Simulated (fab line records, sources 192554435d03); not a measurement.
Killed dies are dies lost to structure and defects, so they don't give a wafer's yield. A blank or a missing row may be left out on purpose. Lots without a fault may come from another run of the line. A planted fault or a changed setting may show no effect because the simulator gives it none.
Which tool did it? | flow n5_finfet | 24 lots, 72 wafers sampled, at 1 step of a route of 1938

WHAT THE GAUGES READ, wafer by wafer
N5_FIN_CUT_INSPECT_17: inspects for defects (brightfield). Usual: raw_defect_count 262, standard deviation 93.
lot  | measured    | on                | raw_defect_count | flag
L074 | day 2 04:05 | defect_inspect-01 | 214 159 229      |
L075 | day 2 11:59 | defect_inspect-01 | 496 678 411      |
L076 | day 2 17:08 | defect_inspect-02 | 211 233 170      |
L077 | day 2 23:28 | defect_inspect-01 | 321 360 278      |
L078 | day 3 04:17 | defect_inspect-01 | 218 238 236      |
L079 | day 3 11:20 | defect_inspect-02 | 282 235 279      |
L080 | day 3 16:22 | defect_inspect-02 | 177 209 258      |
L081 | day 3 22:56 | defect_inspect-01 | 236 278 336      |
L082 | day 4 04:38 | defect_inspect-02 | 207 304 494      |
L083 | day 4 10:32 | defect_inspect-01 | 271 190 214      |
L084 | day 4 19:02 | defect_inspect-02 | 369 307 255      |
L085 | day 4 23:26 | defect_inspect-02 | 272 253 251      |
L086 | day 5 03:43 | defect_inspect-02 | 257 369 297      |
L087 | day 5 12:46 | defect_inspect-01 | 240 207 176      |
L088 | day 5 17:26 | defect_inspect-01 | 277 357 332      |
L089 | day 5 23:28 | defect_inspect-01 | 236 176 161      |
L090 | day 6 04:23 | defect_inspect-01 | 252 242 259      |
L091 | day 6 09:43 | defect_inspect-02 | 264 188 170      |
L092 | day 6 16:55 | defect_inspect-01 | 208 300 293      |
L093 | day 6 22:09 | defect_inspect-01 | 526 350 291      |
L094 | day 7 04:37 | defect_inspect-01 | 256 222 390      |
L095 | day 7 10:47 | defect_inspect-02 | 160 147 95       |
L096 | day 7 16:07 | defect_inspect-02 | 276 169 174      |
L097 | day 7 21:17 | defect_inspect-02 | 251 277 239      |

WHICH TOOL RAN EACH LOT (tool, then ch and the chambers of the sampled wafers, then the start)
The record holds no process step before these readings.

WHAT THE TOOLS THEMSELVES READ (means of the sampled wafers that have a number; where no wafer has one, the mark that the record gives instead)
The record holds no such reading with a usual standard deviation.

THE ANSWER, worked out from the rows above alone
Rule: a lot is off if the mean of its wafers that have a number lies more than 3 standard deviations from the usual mean. A lot without any number at a reading at which 4 lots or more have one is off too. The other lots that the step has rows for count as sound. The gauges are gone through in route order, then the tools' own readings, and for those a lot's mean is taken as printed above. The first step at which some lot is off is used, and at that step the reading that is off furthest; a lot without a number counts as furthest.
No lot is off at any reading shown: from this, nothing can be told.

WHAT THE SIMULATOR HAD PUT IN
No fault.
